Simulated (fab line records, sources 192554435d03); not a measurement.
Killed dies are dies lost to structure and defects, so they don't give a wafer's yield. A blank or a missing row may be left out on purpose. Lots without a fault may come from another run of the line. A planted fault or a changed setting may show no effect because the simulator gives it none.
Which tool did it? | flow n5_finfet | 9 lots, 27 wafers sampled, at 4 steps of a route of 1938

WHAT THE GAUGES READ, wafer by wafer
N5_BEOL_M1_CD_MEAS_28: target cd y 23.3 nm.
lot  | measured     | on        | cd_nm (nm)
L459 | day 6 18:14  | cd_sem-01 | 24.28 24.04 24.06
L461 | day 6 23:46  | cd_sem-01 | 23.71 23.84 24.01
L464 | day 7 23:33  | cd_sem-01 | 24.08 23.75 23.92
L463 | day 7 23:50  | cd_sem-03 | 23.96 23.99 24.10
L468 | day 9 08:36  | cd_sem-02 | 24.08 24.10 24.18
L476 | day 11 02:34 | cd_sem-02 | 22.56 22.95 22.93
L477 | day 11 05:36 | cd_sem-01 | 22.97 22.96 22.78
L479 | day 11 16:53 | cd_sem-02 | 23.62 23.65 24.02
L480 | day 12 16:46 | cd_sem-03 | 23.80 24.04 24.21

WHICH TOOL RAN EACH LOT (tool, then ch and the chambers of the sampled wafers, then the start)
lot  | N5_BEOL_M1_DESCUM_16               | N5_BEOL_M1_ETCH_64                 | N5_BEOL_M1_EXPOSE_25
L459 | rie_diel-02 ch 1,2, day 6 17:22    | rie_diel-02 ch 1,2, day 6 17:27    | euv_scanner-01 ch 0, day 6 18:06
L461 | rie_diel-05 ch 1,3, day 6 23:01    | rie_diel-05 ch 1,3, day 6 23:06    | euv_scanner-01 ch 0, day 6 23:37
L464 | rie_diel-02 ch 0,1,2, day 7 22:37  | rie_diel-02 ch 0,1,2, day 7 22:41  | euv_scanner-02 ch 0, day 7 23:24
L463 | rie_diel-05 ch 0,1,3, day 7 22:55  | rie_diel-05 ch 0,1,3, day 7 22:59  | euv_scanner-01 ch 0, day 7 23:41
L468 | rie_diel-06 ch 1,3, day 9 07:51    | rie_diel-06 ch 1,3, day 9 07:56    | euv_scanner-02 ch 0, day 9 08:28
L476 | rie_diel-06 ch 0,3, day 11 01:47   | rie_diel-06 ch 0,3, day 11 01:52   | euv_scanner-02 ch 0, day 11 02:26
L477 | rie_diel-02 ch 0,2,3, day 11 04:51 | rie_diel-02 ch 0,2,3, day 11 04:56 | euv_scanner-02 ch 0, day 11 05:28
L479 | rie_diel-06 ch 0,1,3, day 11 16:01 | rie_diel-06 ch 0,1,3, day 11 16:05 | euv_scanner-01 ch 0, day 11 16:45
L480 | rie_diel-06 ch 1,3, day 12 16:01   | rie_diel-06 ch 1,3, day 12 16:06   | euv_scanner-01 ch 0, day 12 16:37
- N5_BEOL_M1_DESCUM_16: chemistry O2, time 7 s.
- N5_BEOL_M1_ETCH_64: etches SOC in N2/H2, target depth 75 nm, overetch 15 nm, time 112.5 s.
- N5_BEOL_M1_EXPOSE_25: exposes mask V0, defocus 5 nm, target cd 24 nm.

THE ANSWER, worked out from the rows above alone
Rule: what is usual is taken from the lots themselves. Put in order of their means at a reading, lots are off if they are a third of the lots or fewer, leave a main group of 4 or more, and stand apart from it by a gap of 3 or more times the standard deviation of the main group's means; of several such gaps the widest counts. A main group whose means are all the same, to the digits that the tables above print for the reading, isn't used. A lot without any number at a reading at which 4 lots or more have one is off too. The other lots that the step has rows for count as sound.
Off: L476, L477, at N5_BEOL_M1_CD_MEAS_28 (cd_nm). The main group: mean 23.97 nm, standard deviation 0.13.
A tool fits if, at a process step before that reading, it ran every lot that is off, and no sound lot after the first of them. The gauges at N5_BEOL_M1_CD_MEAS_28 are tried like those tools. One fits: euv_scanner-02 at N5_BEOL_M1_EXPOSE_25. Its last sound lot is L468 (day 9 08:28), its first lot that is off L476 (day 11 02:26): a fault that began between those two fits.

WHAT THE SIMULATOR HAD PUT IN
Process parameter drift: euv_scanner-02, from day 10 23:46 on, at N5_BEOL_M1_EXPOSE_25. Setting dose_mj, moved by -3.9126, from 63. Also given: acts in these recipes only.
Lots struck among those shown: L476, L477. The rule above found the same.
